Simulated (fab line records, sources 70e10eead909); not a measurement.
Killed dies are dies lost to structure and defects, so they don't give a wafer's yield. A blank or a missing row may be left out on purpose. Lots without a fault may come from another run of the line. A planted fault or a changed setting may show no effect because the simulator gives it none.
Chamber matching | flow nand_harc | NHARC_P_GATE_STRIP_108 on rie_diel-10: 4 sister chambers
The step strips in O2. 4 wafers are shown with their chamber, then 9 later ones without.

WAFERS WITH THEIR CHAMBER
wafer  | chamber | showerhead_plenum_p_Torr (Torr)
L818.6 | 0       | 3.65
L817.1 | 1       | 3.43
L817.2 | 3       | 3.71
L817.4 | 2       | 3.31

WAFERS WITHOUT THEIR CHAMBER
wafer  | showerhead_plenum_p_Torr (Torr)
L819.2 | 3.65
L819.3 | 3.31
L819.6 | 3.31
L823.2 | 3.31
L823.4 | 3.31
L823.5 | 3.70
L824.3 | 3.70
L824.5 | 3.43
L824.6 | 3.65

WHICH CHAMBER EACH WENT THROUGH
wafer  | from the rows above | in truth
L819.2 | 0                   | 0
L819.3 | 2                   | 2
L819.6 | 2                   | 2
L823.2 | 2                   | 2
L823.4 | 2                   | 2
L823.5 | 3                   | 3
L824.3 | 3                   | 3
L824.5 | 1                   | 1
L824.6 | 0                   | 0
Placed correctly: 9 of 9. Can't be placed from these rows: 0. Placed wrongly: 0.
How it was worked out, from the rows above alone: a wafer's distance from a chamber is the root of the sum, over the readings, of the square of ((its reading less the chamber's mean) divided by the reading's scatter). The wafer belongs to the nearest chamber; if the next one is less than 2 further off, it can't be placed. A chamber's mean is the mean of its shown wafers. The scatter: with one shown wafer a chamber, the root of the mean of the squares of how far each hidden wafer lies from its nearest shown one.
